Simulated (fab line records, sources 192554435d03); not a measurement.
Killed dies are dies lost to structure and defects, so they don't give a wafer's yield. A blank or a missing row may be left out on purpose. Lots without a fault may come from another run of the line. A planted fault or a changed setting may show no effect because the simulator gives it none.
Which tool did it? | flow n5_finfet | 12 lots, 36 wafers sampled, at 4 steps of a route of 1938

WHAT THE GAUGES READ, wafer by wafer
N5_BEOL_M3_CD_MEAS_28: target cd 25.7 nm, target cd y 23.3 nm.
lot  | measured     | on        | cd_nm (nm)
L075 | day 7 05:04  | cd_sem-01 | 25.79 26.01 25.89
L077 | day 7 22:10  | cd_sem-03 | 26.00 25.42 25.77
L078 | day 8 08:10  | cd_sem-01 | 25.42 25.35 25.40
L081 | day 9 01:02  | cd_sem-02 | 25.38 25.95 25.69
L082 | day 9 08:34  | cd_sem-03 | 25.54 25.60 25.87
L085 | day 9 14:20  | cd_sem-02 | 25.82 25.54 25.49
L086 | day 10 09:55 | cd_sem-01 | 25.84 25.92 26.07
L089 | day 11 00:22 | cd_sem-02 | 26.27 25.53 25.89
L092 | day 11 07:13 | cd_sem-03 | 25.88 25.48 26.06
L093 | day 11 20:14 | cd_sem-01 | 26.05 26.04 25.78
L094 | day 12 00:45 | cd_sem-02 | 25.87 25.96 25.94
L097 | day 13 04:03 | cd_sem-02 | 25.92 25.43 25.95

WHICH TOOL RAN EACH LOT (tool, then ch and the chambers of the sampled wafers, then the start)
lot  | N5_BEOL_M2_SPUTTER_90        | N5_BEOL_M2_SPUTTER_94        | N5_BEOL_M2_ANNEAL_51
L075 | pvd_sputter-02, day 6 21:56  | pvd_sputter-02, day 6 22:22  | rtp_anneal-01 ch 0, day 6 23:04
L077 | pvd_sputter-03, day 7 18:16  | pvd_sputter-03, day 7 18:42  | rtp_anneal-01 ch 0, day 7 19:13
L078 | pvd_sputter-01, day 8 01:01  | pvd_sputter-01, day 8 01:30  | rtp_anneal-01 ch 0, day 8 02:16
L081 | pvd_sputter-01, day 8 21:22  | pvd_sputter-01, day 8 21:51  | rtp_anneal-01 ch 0, day 8 22:17
L082 | pvd_sputter-03, day 9 04:47  | pvd_sputter-03, day 9 05:14  | rtp_anneal-02 ch 0, day 9 05:41
L085 | pvd_sputter-01, day 9 09:41  | pvd_sputter-01, day 9 10:08  | rtp_anneal-01 ch 0, day 9 10:33
L086 | pvd_sputter-03, day 10 06:21 | pvd_sputter-03, day 10 06:47 | rtp_anneal-02 ch 0, day 10 07:15
L089 | pvd_sputter-01, day 10 19:28 | pvd_sputter-01, day 10 19:54 | rtp_anneal-01 ch 0, day 10 20:22
L092 | pvd_sputter-02, day 11 03:37 | pvd_sputter-02, day 11 04:03 | rtp_anneal-01 ch 0, day 11 04:34
L093 | pvd_sputter-02, day 11 15:16 | pvd_sputter-02, day 11 15:43 | rtp_anneal-02 ch 0, day 11 16:10
L094 | pvd_sputter-03, day 11 21:05 | pvd_sputter-03, day 11 21:31 | rtp_anneal-02 ch 0, day 11 21:56
L097 | pvd_sputter-01, day 12 21:14 | pvd_sputter-01, day 12 21:40 | rtp_anneal-01 ch 0, day 12 22:05
- N5_BEOL_M2_SPUTTER_90: material Cu, target thk 4.5 nm, time 8.29 s.
- N5_BEOL_M2_SPUTTER_94: material Cu, target thk 4.5 nm, time 8.29 s.
- N5_BEOL_M2_ANNEAL_51: time 90 s.

THE ANSWER, worked out from the rows above alone
Rule: what is usual is taken from the lots themselves. Put in order of their means at a reading, lots are off if they are a third of the lots or fewer, leave a main group of 4 or more, and stand apart from it by a gap of 3 or more times the standard deviation of the main group's means; of several such gaps the widest counts. A main group whose means are all the same, to the digits that the tables above print for the reading, isn't used. A lot without any number at a reading at which 4 lots or more have one is off too. The other lots that the step has rows for count as sound.
No lot is off at any reading shown: from this, nothing can be told.

WHAT THE SIMULATOR HAD PUT IN
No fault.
